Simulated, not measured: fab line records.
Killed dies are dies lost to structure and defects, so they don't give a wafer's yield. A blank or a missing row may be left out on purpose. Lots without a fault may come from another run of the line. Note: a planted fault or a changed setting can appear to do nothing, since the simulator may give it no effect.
What tool caused it?	flow nand-harc	12 lots, 36 wafers sampled, at 4 steps of a route of 1302

== WHAT EACH GAUGE READ, for each wafer ==
NHARC_A_SGD_CUT_INSPECT_11.
lot	measured	on	raw-defect-count
L075	day 19 09:58	defect-inspect-02	66 70 72
L078	day 21 00:25	defect-inspect-01	115 104 115
L080	day 21 03:49	defect-inspect-02	50 59 73
L081	day 22 09:01	defect-inspect-01	62 60 61
L082	day 22 22:32	defect-inspect-01	65 59 88
L085	day 23 18:56	defect-inspect-01	66 67 62
L088	day 24 15:04	defect-inspect-02	74 84 81
L087	day 24 16:37	defect-inspect-01	13 17 14
L090	day 25 11:09	defect-inspect-01	15 16 19
L093	day 26 12:02	defect-inspect-01	68 62 69
L096	day 28 01:29	defect-inspect-02	28 34 33
L097	day 29 03:40	defect-inspect-02	9 5 5

== EACH LOT AND THE TOOL THAT RAN IT (in order: tool; ch and the chambers of the sampled wafers; start) ==
lot	NHARC_A_STAIRCASE_HM_OPEN_457	NHARC_A_STAIRCASE_ETCH_315	NHARC_A_STAIRCASE_STRIP_446
L075	rie-diel-07 ch 0,1,2, day 19 06:05 or earlier	rie-diel-05 ch 0,2,3, day 19 06:05 or earlier	plasma-asher-01 ch 0,1, day 19 06:05
L078	rie-diel-07 ch 0,2, day 20 17:21 or earlier	rie-diel-05 ch 0,2,3, day 20 17:21 or earlier	plasma-asher-02 ch 0, day 20 17:21
L080	rie-diel-05 ch 1,2,3, day 21 00:31 or earlier	rie-diel-13 ch 2,3, day 21 00:31 or earlier	plasma-asher-02 ch 0,1, day 21 00:31
L081	rie-diel-05 ch 0,1,3, day 22 05:29 or earlier	rie-diel-13 ch 0,1,2, day 22 05:29 or earlier	plasma-asher-01 ch 0,1, day 22 05:29
L082	rie-diel-05 ch 0,2,3, day 22 19:04 or earlier	rie-diel-05 ch 1,2, day 22 19:04 or earlier	plasma-asher-02 ch 0,1, day 22 19:04
L085	rie-diel-13 ch 0,1,2, day 23 15:39 or earlier	rie-diel-05 ch 2,3, day 23 15:39 or earlier	plasma-asher-01 ch 0,1, day 23 15:39
L088	rie-diel-07 ch 0,1,3, day 24 11:33 or earlier	rie-diel-07 ch 1,3, day 24 11:33 or earlier	plasma-asher-02 ch 0,1, day 24 11:33
L087	rie-diel-07 ch 0,3, day 24 13:16 or earlier	rie-diel-05 ch 2,3, day 24 13:16 or earlier	plasma-asher-01 ch 0,1, day 24 13:16
L090	rie-diel-07 ch 0,1,3, day 25 07:39 or earlier	rie-diel-13 ch 1,2,3, day 25 07:39 or earlier	plasma-asher-02 ch 0,1, day 25 07:39
L093	rie-diel-13 ch 0,1,3, day 26 08:33 or earlier	rie-diel-05 ch 0,1,2, day 26 08:33 or earlier	plasma-asher-01 ch 0,1, day 26 08:33
L096	rie-diel-13 ch 2,3, day 27 22:02 or earlier	rie-diel-05 ch 1,2,3, day 27 22:02 or earlier	plasma-asher-02 ch 0,1, day 27 22:02
L097	rie-diel-07 ch 0,1,2, day 29 00:14 or earlier	rie-diel-13 ch 0,1, day 29 00:14 or earlier	plasma-asher-01 ch 1, day 29 00:14
- NHARC_A_STAIRCASE_HM_OPEN_457: chemistry O2/COS.
- NHARC_A_STAIRCASE_ETCH_315: etches the open film in C4F8/O2/Ar, target depth 2500 nm, time 607.1 s.
- NHARC_A_STAIRCASE_STRIP_446: strips in O2.

== THE ANSWER, worked out from the rows above alone ==
Rule: what is usual is taken from the lots themselves. The widest of any qualifying gaps counts: lots, ordered by their means at a reading, are off when they make up no more than a third of the lots, leave a main group of 4 or more, and stand apart from it by 3 or more times the standard deviation of that group's means. A main group whose means are all the same, to the digits that the tables above print for the reading, isn't used. Also off: a lot with no number at a reading for which 4 or more lots have one. Any other lot the step has rows for is counted as sound.
No lot is off on any of the readings shown, so nothing can be concluded from this.

== WHAT THE SIMULATOR HAD PUT IN ==
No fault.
